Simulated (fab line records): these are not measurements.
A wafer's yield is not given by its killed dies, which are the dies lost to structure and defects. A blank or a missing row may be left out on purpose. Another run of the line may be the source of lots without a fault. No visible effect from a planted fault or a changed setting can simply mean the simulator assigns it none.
Which of the tools did it? ; flow n5-finfet ; 30 wafers from 10 lots sampled at 5 of the route's 1938 steps

WHAT EACH GAUGE READ, for each wafer
N5_BEOL_M4_INSPECT_13: inspects for defects (brightfield). Usual: raw-defect-count reads 445 (standard deviation 110).
lot;measured;on;raw-defect-count;flag
L183;day 9 07:29;defect-inspect-02;434 431 394;
L184;day 9 19:49;defect-inspect-02;901 792 612;
L186;day 9 21:03;defect-inspect-02;355 436 262;
L187;day 9 21:44;defect-inspect-02;474 430 434;
L185;day 9 23:39;defect-inspect-02;711 407 385;
L188;day 10 12:19;defect-inspect-02;474 421 388;
L189;day 10 16:30;defect-inspect-02;509 529 442;
L195;day 12 03:26;defect-inspect-02;502 546 346;
L194;day 12 04:31;defect-inspect-01;399 476 346;
L203;day 14 00:14;defect-inspect-02;185 239 260;

N5_BEOL_M4_CD_MEAS_28: target cd 26.2 nm, target cd y 24.1 nm. Usual: cd-nm reads 26.25 nm (standard deviation 0.23).
lot;measured;on;cd-nm (nm);flag
L183;day 9 08:21;cd-sem-02;26.46 26.40 26.67;
L184;day 9 20:42;cd-sem-02;26.74 26.76 26.22;
L186;day 9 22:16;cd-sem-01;26.53 26.48 26.55;
L187;day 9 22:42;cd-sem-03;26.10 26.48 26.40;
L185;day 10 00:28;cd-sem-01;26.42 26.19 25.80;
L188;day 10 13:23;cd-sem-03;26.10 26.37 26.05;
L189;day 10 17:23;cd-sem-03;26.49 26.30 26.13;
L195;day 12 04:29;cd-sem-02;26.31 26.27 26.03;
L194;day 12 05:26;cd-sem-01;25.94 26.22 25.84;
L203;day 14 01:36;cd-sem-03;25.94 25.75 26.28;

N5_BEOL_M4_RC_MEAS_101. Usual: DIBL_N 36.0 mV/V, standard deviation 2.2; DIBL_P 36.2 mV/V, standard deviation 2.4; IOFF_N 0.16 nA/um, standard deviation 0.035; IOFF_P 0.21 nA/um, standard deviation 0.037; ION_N 672 uA/um, standard deviation 13; ION_P 461 uA/um, standard deviation 7; SS_N 71.4 mV/dec, standard deviation 0.69; SS_P 73.2 mV/dec, standard deviation 0.75; VT_N 250 mV, standard deviation 3.4; VT_P -251 mV, standard deviation 3.
lot;measured;on;DIBL_N (mV/V);DIBL_P (mV/V);IOFF_N (nA/um);IOFF_P (nA/um);ION_N (uA/um);ION_P (uA/um);SS_N (mV/dec);SS_P (mV/dec);VT_N (mV);VT_P (mV);flag
L183;day 9 15:58;prober-01;37.4 36.3 33.0;36.8 36.0 32.4;0.14 0.13 0.09;0.21 0.20 0.15;676 670 649;465 468 456;71.4 71.3 70.2;73.0 72.5 72.0;254 252 257;-247 -250 -251;
L184;day 10 16:19;prober-02;34.8 34.9 33.5;35.5 35.1 34.3;0.14 0.14 0.12;0.20 0.20 0.18;672 666 661;463 462 457;70.9 70.7 70.3;73.6 72.9 72.7;252 251 254;-252 -248 -251;
L186;day 10 19:05;prober-01;35.2 32.3 35.6;34.8 32.9 36.0;0.14 0.11 0.14;0.18 0.16 0.19;665 655 667;455 454 461;71.1 70.3 71.0;72.2 71.8 72.8;253 254 251;-255 -252 -254;
L187;day 10 19:42;prober-02;34.2 36.7 36.2;33.5 37.9 36.5;0.13 0.18 0.16;0.18 0.24 0.22;675 684 683;465 471 460;70.3 71.8 70.8;72.5 73.6 73.1;252 246 249;-250 -246 -250;
L185;day 10 20:53;prober-02;37.0 36.6 34.1;39.5 38.0 35.2;0.18 0.17 0.13;0.26 0.23 0.19;667 674 660;465 460 463;72.0 71.6 71.6;74.1 74.1 72.9;252 248 254;-250 -251 -254;
L188;day 11 00:42;prober-01;38.1 38.7 37.8;37.4 40.3 39.1;0.20 0.22 0.19;0.21 0.26 0.23;667 690 677;455 466 459;72.1 71.9 71.7;73.1 74.4 73.5;250 244 248;-252 -246 -252;
L189;day 11 21:04;prober-02;40.6 37.0 39.7;41.8 38.9 41.3;0.22 0.14 0.20;0.27 0.20 0.24;697 661 671;467 457 457;72.3 71.7 72.9;74.2 73.3 74.5;246 254 247;-247 -249 -249;
L195;day 13 11:36;prober-02;35.1 35.3 35.8;36.3 35.5 37.0;0.15 0.15 0.16;0.22 0.19 0.23;664 677 677;461 457 463;71.1 70.9 71.8;73.1 73.1 73.0;248 251 250;-250 -252 -248;
L194;day 13 14:25;prober-02;35.7 36.6 34.8;36.3 37.7 36.3;0.16 0.17 0.15;0.20 0.22 0.20;673 665 669;466 464 458;71.7 72.0 71.0;73.6 73.7 73.3;251 251 250;-253 -252 -253;
L203;day 15 05:06;prober-01;36.0 37.5 36.2;35.5 37.4 36.2;0.14 0.18 0.16;0.20 0.24 0.21;676 682 678;466 473 466;70.8 71.7 71.3;73.0 73.2 73.0;251 249 250;-249 -247 -248;

WHICH TOOL RAN EACH LOT (tool, then ch and the chambers of the sampled wafers, then the start)
lot;N5_BEOL_M4_STRIP_19;N5_BEOL_M4_ETCH_77
L183;rie-diel-03 ch 0,1,3, day 9 07:58;rie-diel-03 ch 0,2,3, day 9 08:31
L184;rie-diel-04 ch 1,2,3, day 9 20:19;rie-diel-06 ch 0,1, day 9 21:17
L186;rie-diel-04 ch 0,1,2, day 9 21:52;rie-diel-06 ch 1,3, day 9 22:25
L187;rie-diel-06 ch 1,3, day 9 22:18;rie-diel-03 ch 0,2,3, day 9 22:54
L185;rie-diel-03 ch 0,2, day 10 00:04;rie-diel-04 ch 0,1, day 10 00:37
L188;rie-diel-06 ch 0,3, day 10 12:53;rie-diel-03 ch 1,2,3, day 10 13:33
L189;rie-diel-06 ch 0,1,3, day 10 16:59;rie-diel-06 ch 0,1,2, day 10 17:32
L195;rie-diel-04 ch 1,3, day 12 03:58;rie-diel-03 ch 0,2,3, day 12 04:44
L194;rie-diel-03 ch 0,2,3, day 12 05:03;rie-diel-03 ch 0,2,3, day 12 05:35
L203;rie-diel-04 ch 0,3, day 14 01:01;rie-diel-04 ch 0,1,2, day 14 01:46
- N5_BEOL_M4_STRIP_19: strips in O2.
- N5_BEOL_M4_ETCH_77: etches underlayer in N2/H2, target depth 6.5 nm, time 5.2 s.

AS READ BY THE TOOLS THEMSELVES (means over the sampled wafers that have a number; for cases with no such wafer, the mark the record gives instead)
N5_BEOL_M4_STRIP_19. Usual: drypump-motor-current-A 5.6 A, standard deviation 0.5; oes-product-au 0.77 a.u., standard deviation 0.074; rf-vpp-V 3.6 V, standard deviation 0.47; showerhead-plenum-p-Torr 2.07 Torr, standard deviation 0.069; throttle-valve-pct 16.64 %, standard deviation 0.2.
lot;tool;drypump-motor-current-A (A);oes-product-au (a.u.);rf-vpp-V (V);showerhead-plenum-p-Torr (Torr);throttle-valve-pct (%);flag
L183;rie-diel-03;5.7;0.79;3.6;2.10;16.45;
L184;rie-diel-04;6.1;0.69;3.6;2.04;16.69;
L186;rie-diel-04;5.8;0.74;3.7;2.03;16.74;
L187;rie-diel-06;5.3;0.90;4.1;2.22;16.68;
L185;rie-diel-03;5.4;0.81;3.6;2.09;16.78;
L188;rie-diel-06;5.0;0.89;3.7;2.19;16.70;
L189;rie-diel-06;5.4;0.88;3.5;2.19;16.61;
L195;rie-diel-04;5.7;0.70;3.9;2.02;16.50;
L194;rie-diel-03;5.5;0.77;3.8;2.07;16.71;
L203;rie-diel-04;5.5;0.71;4.0;2.05;16.72;

N5_BEOL_M4_ETCH_77. Usual: bias-w 150.0 W, standard deviation 0.44; chamber-pressure-mTorr 29.99 mTorr, standard deviation 0.046; drypump-motor-current-A 5.6 A, standard deviation 0.48; etch-rf-on-time-s 5.19 s, standard deviation 0.1; oes-product-au 0.68 a.u., standard deviation 0.071; rf-vpp-V 524.0 V, standard deviation 2.9; showerhead-plenum-p-Torr 2.54 Torr, standard deviation 0.095; throttle-valve-pct 17.78 %, standard deviation 0.19.
lot;tool;bias-w (W);chamber-pressure-mTorr (mTorr);drypump-motor-current-A (A);etch-rf-on-time-s (s);oes-product-au (a.u.);rf-vpp-V (V);showerhead-plenum-p-Torr (Torr);throttle-valve-pct (%);flag
L183;rie-diel-03;150.1;29.99;5.5;5.23;0.68;524.1;2.52;17.80;
L184;rie-diel-06;149.8;30.00;5.5;5.17;0.76;526.6;2.63;17.78;
L186;rie-diel-06;149.9;29.96;5.6;5.00;0.78;528.7;2.69;17.75;
L187;rie-diel-03;150.1;29.98;5.5;5.25;0.68;524.4;2.52;17.82;
L185;rie-diel-04;149.8;30.03;5.4;5.20;0.66;520.4;2.43;17.64;
L188;rie-diel-03;149.9;30.03;5.9;5.23;0.68;522.2;2.48;17.70;
L189;rie-diel-06;149.8;30.01;5.5;5.04;0.78;526.1;2.62;17.70;
L195;rie-diel-03;-;-;-;-;-;-;-;-;OFF
L194;rie-diel-03;-;-;-;-;-;-;-;-;OFF
L203;rie-diel-04;150.1;30.00;5.8;5.23;0.71;521.4;2.45;17.81;

THE ANSWER, worked out from the rows above alone
Rule: a lot is off if the mean of its wafers that have a number lies more than 3 standard deviations from the usual mean. Also off: a lot with no number at a reading for which 4 or more lots have one. Where the step has rows for the other lots, those lots are counted as sound. First the gauges in route order, then the tools' own readings, where a lot's mean is used as printed above. At the first step where some lot is off, the reading lying furthest off is the one used; lots without a number count as furthest.
Off at N5_BEOL_M4_ETCH_77 (bias-w): L195, L194. Without a number there: L195, L194.
If a tool, at that step or one of the process steps before it, ran each lot that is off and ran no sound lot following the first of them, it fits. One fits: N5_BEOL_M4_ETCH_77 on rie-diel-03. A fault onset in the window from L188 (day 10 13:33, its last sound lot) to L195 (day 12 04:44, its first lot off) fits.
Blank at N5_BEOL_M4_ETCH_77 on the lots that are off, where sound lots have numbers: bias-w, chamber-pressure-mTorr, drypump-motor-current-A, etch-rf-on-time-s, oes-product-au, rf-vpp-V, showerhead-plenum-p-Torr, throttle-valve-pct.

WHAT THE SIMULATOR HAD PUT IN
Beginning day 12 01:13, the whole step at N5_BEOL_M4_ETCH_77 was skipped on rie-diel-03. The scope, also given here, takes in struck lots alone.
Lots struck among those shown: L195, L194. The rule given above showed the same thing.
